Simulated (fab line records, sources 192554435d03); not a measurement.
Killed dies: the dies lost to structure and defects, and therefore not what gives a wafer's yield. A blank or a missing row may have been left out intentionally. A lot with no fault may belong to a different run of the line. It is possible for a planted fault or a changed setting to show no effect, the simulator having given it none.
What tool caused it?    flow n5-finfet    72 wafers from 24 lots sampled at 5 of the route's 1938 steps

== WHAT EACH GAUGE READ, for each wafer ==
N5_BEOL_M12_OVL_MEAS_29.
lot   measured      on          M12_OVL (nm)
L075  day 13 10:11  overlay-01  2 6 7
L074  day 13 13:49  overlay-01  4 3 1
L076  day 13 19:35  overlay-01  -3 7 -3
L078  day 13 22:36  overlay-01  -4 -1 -1
L077  day 14 06:59  overlay-01  8 3 8
L079  day 14 12:28  overlay-01  2 0 2
L081  day 15 09:04  overlay-02  7 -2 6
L084  day 15 18:49  overlay-01  4 -5 -3
L082  day 16 00:41  overlay-01  0 3 0
L080  day 16 09:44  overlay-02  7 6 4
L083  day 16 10:11  overlay-01  -4 2 -11
L087  day 16 12:51  overlay-02  7 7 2
L085  day 16 23:29  overlay-02  2 -11 -4
L088  day 17 08:49  overlay-02  7 5 4
L089  day 17 23:31  overlay-02  0 -7 -5
L090  day 18 00:02  overlay-02  -9 1 -12
L091  day 18 00:23  overlay-02  9 5 5
L093  day 18 04:47  overlay-02  2 -2 0
L095  day 18 09:38  overlay-02  7 2 3
L086  day 18 10:23  overlay-02  5 6 4
L094  day 18 21:53  overlay-01  3 -1 -4
L092  day 18 22:15  overlay-02  -6 -13 -5
L097  day 19 03:55  overlay-01  -1 8 3
L096  day 19 05:29  overlay-01  4 -6 -3

== EACH LOT AND THE TOOL THAT RAN IT (in order: tool; ch and the chambers of the sampled wafers; start) ==
lot   N5_BEOL_M11_STRIP_77                           N5_BEOL_M11_DEGAS_44          N5_BEOL_M11_PRE_CLEAN_45      N5_BEOL_M11_SPUTTER_48
L075  rie-diel-04 ch 0,1,3, day 13 06:31 or earlier  pvd-sputter-01, day 13 06:31  pvd-sputter-01, day 13 06:33  pvd-sputter-01, day 13 07:09
L074  rie-diel-01 ch 0,2,3, day 13 10:26 or earlier  pvd-sputter-03, day 13 10:26  pvd-sputter-03, day 13 10:29  pvd-sputter-02, day 13 11:08
L076  rie-diel-04 ch 2,3, day 13 14:34 or earlier    pvd-sputter-02, day 13 14:34  pvd-sputter-02, day 13 14:37  pvd-sputter-01, day 13 16:58
L078  rie-diel-04 ch 0,2,3, day 13 17:52 or earlier  pvd-sputter-01, day 13 17:52  pvd-sputter-01, day 13 17:54  pvd-sputter-02, day 13 19:29
L077  rie-diel-06 ch 1,2,3, day 14 03:27 or earlier  pvd-sputter-01, day 14 03:27  pvd-sputter-01, day 14 03:29  pvd-sputter-01, day 14 04:13
L079  rie-diel-04 ch 0,1, day 14 07:27 or earlier    pvd-sputter-01, day 14 07:27  pvd-sputter-01, day 14 07:29  pvd-sputter-02, day 14 09:31
L081  rie-diel-06 ch 0,2,3, day 15 05:14 or earlier  pvd-sputter-01, day 15 05:14  pvd-sputter-01, day 15 05:17  pvd-sputter-02, day 15 06:33
L084  rie-diel-04 ch 1,3, day 15 15:23 or earlier    pvd-sputter-01, day 15 15:23  pvd-sputter-01, day 15 15:25  pvd-sputter-03, day 15 16:03
L082  rie-diel-06 ch 0,1,3, day 15 20:58 or earlier  pvd-sputter-03, day 15 20:58  pvd-sputter-03, day 15 21:01  pvd-sputter-03, day 15 21:49
L080  rie-diel-04 ch 0,1,3, day 16 04:54 or earlier  pvd-sputter-01, day 16 04:54  pvd-sputter-01, day 16 04:56  pvd-sputter-03, day 16 07:05
L083  rie-diel-06 ch 0,3, day 16 05:06 or earlier    pvd-sputter-01, day 16 05:06  pvd-sputter-01, day 16 05:08  pvd-sputter-03, day 16 07:16
L087  rie-diel-06 ch 0,1,3, day 16 08:03 or earlier  pvd-sputter-03, day 16 08:03  pvd-sputter-03, day 16 08:05  pvd-sputter-01, day 16 10:05
L085  rie-diel-06 ch 2,3, day 16 19:47 or earlier    pvd-sputter-01, day 16 19:47  pvd-sputter-01, day 16 19:50  pvd-sputter-02, day 16 20:44
L088  rie-diel-01 ch 0,2, day 17 05:32 or earlier    pvd-sputter-01, day 17 05:32  pvd-sputter-01, day 17 05:34  pvd-sputter-01, day 17 06:17
L089  rie-diel-06 ch 2,3, day 17 20:27 or earlier    pvd-sputter-03, day 17 20:27  pvd-sputter-03, day 17 20:29  pvd-sputter-01, day 17 21:04
L090  rie-diel-01 ch 0,1,3, day 17 20:37 or earlier  pvd-sputter-03, day 17 20:37  pvd-sputter-03, day 17 20:39  pvd-sputter-03, day 17 21:17
L091  rie-diel-04 ch 0,1,3, day 17 20:47 or earlier  pvd-sputter-03, day 17 20:47  pvd-sputter-03, day 17 20:50  pvd-sputter-01, day 17 21:27
L093  rie-diel-06 ch 0,2,3, day 17 23:59 or earlier  pvd-sputter-02, day 17 23:59  pvd-sputter-02, day 18 00:01  pvd-sputter-01, day 18 02:11
L095  rie-diel-01 ch 0,1,3, day 18 06:17 or earlier  pvd-sputter-03, day 18 06:17  pvd-sputter-03, day 18 06:19  pvd-sputter-01, day 18 07:04
L086  rie-diel-06 ch 1,2, day 18 06:55 or earlier    pvd-sputter-03, day 18 06:55  pvd-sputter-03, day 18 06:58  pvd-sputter-01, day 18 07:37
L094  rie-diel-04 ch 1,2,3, day 18 18:04 or earlier  pvd-sputter-01, day 18 18:04  pvd-sputter-01, day 18 18:06  pvd-sputter-01, day 18 18:53
L092  rie-diel-01 ch 0,1, day 18 18:13 or earlier    pvd-sputter-01, day 18 18:13  pvd-sputter-01, day 18 18:16  pvd-sputter-01, day 18 19:02
L097  rie-diel-06 ch 0,3, day 18 23:22 or earlier    pvd-sputter-03, day 18 23:22  pvd-sputter-03, day 18 23:24  pvd-sputter-03, day 19 01:17
L096  rie-diel-06 ch 1,2,3, day 19 01:59 or earlier  pvd-sputter-03, day 19 01:59  pvd-sputter-03, day 19 02:01  pvd-sputter-01, day 19 02:46
- N5_BEOL_M11_STRIP_77: strips in N2/H2, time 10 s.
- N5_BEOL_M11_DEGAS_44: time 60 s.
- N5_BEOL_M11_PRE_CLEAN_45: time 30 s.
- N5_BEOL_M11_SPUTTER_48: material Cu, target thk 12 nm, time 2 s.

== AS READ BY THE TOOLS THEMSELVES (means over the sampled wafers that have a number; for cases with no such wafer, the mark the record gives instead) ==
N5_BEOL_M11_STRIP_77.
lot   tool         drypump-motor-current-A (A)  oes-product-au (a.u.)  rf-vpp-V (V)  showerhead-plenum-p-Torr (Torr)  throttle-valve-pct (%)
L075  rie-diel-04  5.7                          0.82                   58.6          2.56                             23.6
L074  rie-diel-01  6.2                          0.80                   58.7          2.53                             23.9
L076  rie-diel-04  5.5                          0.84                   59.3          2.54                             23.6
L078  rie-diel-04  5.6                          0.79                   58.8          2.52                             23.5
L077  rie-diel-06  5.8                          0.87                   59.6          2.50                             23.3
L079  rie-diel-04  6.1                          0.82                   59.3          2.56                             23.7
L081  rie-diel-06  5.8                          0.82                   59.1          2.45                             23.2
L084  rie-diel-04  5.6                          0.83                   59.2          2.57                             23.8
L082  rie-diel-06  6.0                          0.83                   59.7          2.45                             23.2
L080  rie-diel-04  5.8                          0.80                   58.9          2.55                             23.7
L083  rie-diel-06  6.0                          0.79                   59.1          2.41                             23.1
L087  rie-diel-06  6.0                          0.83                   59.2          2.45                             23.2
L085  rie-diel-06  5.6                          0.83                   58.4          2.50                             23.3
L088  rie-diel-01  6.1                          0.80                   59.8          2.50                             23.7
L089  rie-diel-06  5.6                          0.81                   59.0          2.49                             23.3
L090  rie-diel-01  6.2                          0.73                   59.0          2.46                             24.1
L091  rie-diel-04  5.7                          0.78                   58.4          2.55                             23.7
L093  rie-diel-06  5.8                          0.80                   59.3          2.45                             23.2
L095  rie-diel-01  6.2                          0.73                   58.6          2.46                             24.1
L086  rie-diel-06  5.5                          0.89                   59.5          2.58                             23.3
L094  rie-diel-04  5.8                          0.80                   57.9          2.52                             23.7
L092  rie-diel-01  6.1                          0.74                   59.0          2.40                             23.9
L097  rie-diel-06  6.0                          0.77                   59.1          2.40                             23.1
L096  rie-diel-06  5.8                          0.82                   58.7          2.48                             23.3

N5_BEOL_M11_DEGAS_44.
lot   tool            heater-power-w (W)
L075  pvd-sputter-01  318
L074  pvd-sputter-03  348
L076  pvd-sputter-02  334
L078  pvd-sputter-01  333
L077  pvd-sputter-01  327
L079  pvd-sputter-01  340
L081  pvd-sputter-01  327
L084  pvd-sputter-01  329
L082  pvd-sputter-03  363
L080  pvd-sputter-01  322
L083  pvd-sputter-01  333
L087  pvd-sputter-03  354
L085  pvd-sputter-01  334
L088  pvd-sputter-01  338
L089  pvd-sputter-03  325
L090  pvd-sputter-03  331
L091  pvd-sputter-03  355
L093  pvd-sputter-02  346
L095  pvd-sputter-03  333
L086  pvd-sputter-03  367
L094  pvd-sputter-01  328
L092  pvd-sputter-01  327
L097  pvd-sputter-03  342
L096  pvd-sputter-03  339

N5_BEOL_M11_PRE_CLEAN_45.
lot   tool            heater-power-w (W)
L075  pvd-sputter-01  319
L074  pvd-sputter-03  348
L076  pvd-sputter-02  335
L078  pvd-sputter-01  331
L077  pvd-sputter-01  315
L079  pvd-sputter-01  342
L081  pvd-sputter-01  332
L084  pvd-sputter-01  329
L082  pvd-sputter-03  364
L080  pvd-sputter-01  323
L083  pvd-sputter-01  328
L087  pvd-sputter-03  351
L085  pvd-sputter-01  336
L088  pvd-sputter-01  334
L089  pvd-sputter-03  323
L090  pvd-sputter-03  331
L091  pvd-sputter-03  351
L093  pvd-sputter-02  348
L095  pvd-sputter-03  339
L086  pvd-sputter-03  362
L094  pvd-sputter-01  322
L092  pvd-sputter-01  331
L097  pvd-sputter-03  336
L096  pvd-sputter-03  343

N5_BEOL_M11_SPUTTER_48.
lot   tool            throttle-valve-pct (%)
L075  pvd-sputter-01  30.0
L074  pvd-sputter-02  30.6
L076  pvd-sputter-01  29.9
L078  pvd-sputter-02  29.6
L077  pvd-sputter-01  29.8
L079  pvd-sputter-02  29.8
L081  pvd-sputter-02  30.6
L084  pvd-sputter-03  30.4
L082  pvd-sputter-03  30.7
L080  pvd-sputter-03  30.5
L083  pvd-sputter-03  29.7
L087  pvd-sputter-01  29.9
L085  pvd-sputter-02  30.5
L088  pvd-sputter-01  29.1
L089  pvd-sputter-01  29.4
L090  pvd-sputter-03  29.8
L091  pvd-sputter-01  30.1
L093  pvd-sputter-01  29.7
L095  pvd-sputter-01  29.8
L086  pvd-sputter-01  29.8
L094  pvd-sputter-01  29.6
L092  pvd-sputter-01  29.0
L097  pvd-sputter-03  30.6
L096  pvd-sputter-01  29.9

== THE ANSWER, worked out from the rows above alone ==
Rule: what is usual is taken from the lots themselves. Put in order of their means at a reading, lots are off if they are a third of the lots or fewer, leave a main group of 4 or more, and stand apart from it by a gap of 3 or more times the standard deviation of the main group's means; of several such gaps the widest counts. Not used: any main group whose means are identical at the precision the tables above print for the reading. A lot without any number at a reading at which 4 lots or more have one is off too. Any other lot the step has rows for is counted as sound. Order of review: gauges by route order, followed by the tools' own readings, for which a lot's mean as printed above is used. The first step at which some lot is off is used, and at that step the reading that is off furthest; a lot without a number counts as furthest.
Across all readings shown, no lot is off: no conclusion can be drawn from this.

== WHAT THE SIMULATOR HAD PUT IN ==
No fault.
